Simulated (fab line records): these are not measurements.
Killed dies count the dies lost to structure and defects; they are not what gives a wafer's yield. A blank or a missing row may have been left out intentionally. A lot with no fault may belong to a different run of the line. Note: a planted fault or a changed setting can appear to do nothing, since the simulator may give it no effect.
Matching of chambers || flow nand-harc || NHARC_A_M0_DEP_32 on pecvd-02: 3 sister chambers
The step deposits SiCN, target thk 30 nm. 22 wafers are shown with their chamber, then 11 later ones without.

WAFERS WITH THEIR CHAMBER
{"wafer": "L075.3", "chamber": 2, "heater-power-w (W)": 604, "susceptor-temp-C (C)": 369.92}
{"wafer": "L075.4", "chamber": 2, "heater-power-w (W)": 600, "susceptor-temp-C (C)": 369.90}
{"wafer": "L075.6", "chamber": 0, "heater-power-w (W)": 597, "susceptor-temp-C (C)": 370.20}
{"wafer": "L077.2", "chamber": 0, "heater-power-w (W)": 519, "susceptor-temp-C (C)": 369.73}
{"wafer": "L077.3", "chamber": 1, "heater-power-w (W)": 510, "susceptor-temp-C (C)": 369.84}
{"wafer": "L077.5", "chamber": 2, "heater-power-w (W)": 532, "susceptor-temp-C (C)": 369.82}
{"wafer": "L080.3", "chamber": 1, "heater-power-w (W)": 494, "susceptor-temp-C (C)": 369.63}
{"wafer": "L080.5", "chamber": 0, "heater-power-w (W)": 598, "susceptor-temp-C (C)": 370.52}
{"wafer": "L080.6", "chamber": 2, "heater-power-w (W)": 551, "susceptor-temp-C (C)": 370.05}
{"wafer": "L085.2", "chamber": 0, "heater-power-w (W)": 532, "susceptor-temp-C (C)": 369.88}
{"wafer": "L085.4", "chamber": 0, "heater-power-w (W)": 527, "susceptor-temp-C (C)": 369.95}
{"wafer": "L085.6", "chamber": 2, "heater-power-w (W)": 564, "susceptor-temp-C (C)": 369.89}
{"wafer": "L086.1", "chamber": 1, "heater-power-w (W)": 465, "susceptor-temp-C (C)": 369.94}
{"wafer": "L086.3", "chamber": 0, "heater-power-w (W)": 548, "susceptor-temp-C (C)": 369.74}
{"wafer": "L086.4", "chamber": 1, "heater-power-w (W)": 467, "susceptor-temp-C (C)": 369.77}
{"wafer": "L087.2", "chamber": 2, "heater-power-w (W)": 516, "susceptor-temp-C (C)": 369.98}
{"wafer": "L087.4", "chamber": 2, "heater-power-w (W)": 511, "susceptor-temp-C (C)": 369.87}
{"wafer": "L087.6", "chamber": 1, "heater-power-w (W)": 450, "susceptor-temp-C (C)": 369.94}
{"wafer": "L089.4", "chamber": 2, "heater-power-w (W)": 605, "susceptor-temp-C (C)": 369.54}
{"wafer": "L089.5", "chamber": 0, "heater-power-w (W)": 496, "susceptor-temp-C (C)": 370.16}
{"wafer": "L089.6", "chamber": 1, "heater-power-w (W)": 507, "susceptor-temp-C (C)": 369.95}
{"wafer": "L091.1", "chamber": 1, "heater-power-w (W)": 462, "susceptor-temp-C (C)": 369.84}

SIGNATURES, as means of the wafers listed above
{"reading": "heater-power-w", "chamber 0": 545.29, "chamber 1": 479.29, "chamber 2": 560.38, "scatter within a chamber": 35}
{"reading": "susceptor-temp-C", "chamber 0": 370.0257, "chamber 1": 369.8443, "chamber 2": 369.8713, "scatter within a chamber": 0.196}
Rule: for each reading, subtract the chamber's mean from the wafer's reading, divide by that reading's scatter and square the result; add these up over the readings and take the root, which gives the wafer's distance from the chamber. The wafer belongs to the nearest chamber; if the next one is less than 2 further off, it can't be placed. The scatter: the root of (the sum of the squares of (reading less its chamber's mean) over the shown wafers, divided by (wafers less chambers)).

WAFERS MISSING THEIR CHAMBER
{"wafer": "L091.4", "heater-power-w (W)": 454, "susceptor-temp-C (C)": 369.85}
{"wafer": "L091.5", "heater-power-w (W)": 546, "susceptor-temp-C (C)": 369.75}
{"wafer": "L093.2", "heater-power-w (W)": 623, "susceptor-temp-C (C)": 369.84}
{"wafer": "L093.3", "heater-power-w (W)": 487, "susceptor-temp-C (C)": 369.96}
{"wafer": "L093.6", "heater-power-w (W)": 534, "susceptor-temp-C (C)": 370.22}
{"wafer": "L095.2", "heater-power-w (W)": 555, "susceptor-temp-C (C)": 370.20}
{"wafer": "L095.3", "heater-power-w (W)": 519, "susceptor-temp-C (C)": 370.14}
{"wafer": "L095.6", "heater-power-w (W)": 566, "susceptor-temp-C (C)": 370.04}
{"wafer": "L097.3", "heater-power-w (W)": 437, "susceptor-temp-C (C)": 369.63}
{"wafer": "L097.4", "heater-power-w (W)": 565, "susceptor-temp-C (C)": 369.93}
{"wafer": "L097.6", "heater-power-w (W)": 518, "susceptor-temp-C (C)": 370.16}

WHICH CHAMBER EACH ONE RAN IN
{"wafer": "L091.4", "from the rows above": 1, "in truth": 1}
{"wafer": "L091.5", "from the rows above": "can't be placed: 2 or 0 or 1", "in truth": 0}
{"wafer": "L093.2", "from the rows above": "can't be placed: 2 or 0", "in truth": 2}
{"wafer": "L093.3", "from the rows above": "can't be placed: 1 or 0 or 2", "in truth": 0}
{"wafer": "L093.6", "from the rows above": "can't be placed: 0 or 2 or 1", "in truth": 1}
{"wafer": "L095.2", "from the rows above": "can't be placed: 0 or 2 or 1", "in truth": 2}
{"wafer": "L095.3", "from the rows above": "can't be placed: 0 or 2 or 1", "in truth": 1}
{"wafer": "L095.6", "from the rows above": "can't be placed: 0 or 2", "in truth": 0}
{"wafer": "L097.3", "from the rows above": 1, "in truth": 1}
{"wafer": "L097.4", "from the rows above": "can't be placed: 2 or 0", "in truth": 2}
{"wafer": "L097.6", "from the rows above": "can't be placed: 0 or 2 or 1", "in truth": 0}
Correctly placed: 2 of 11. Not placeable from these rows: 9 (in 9, the candidates include the true chamber). Wrongly placed: 0.
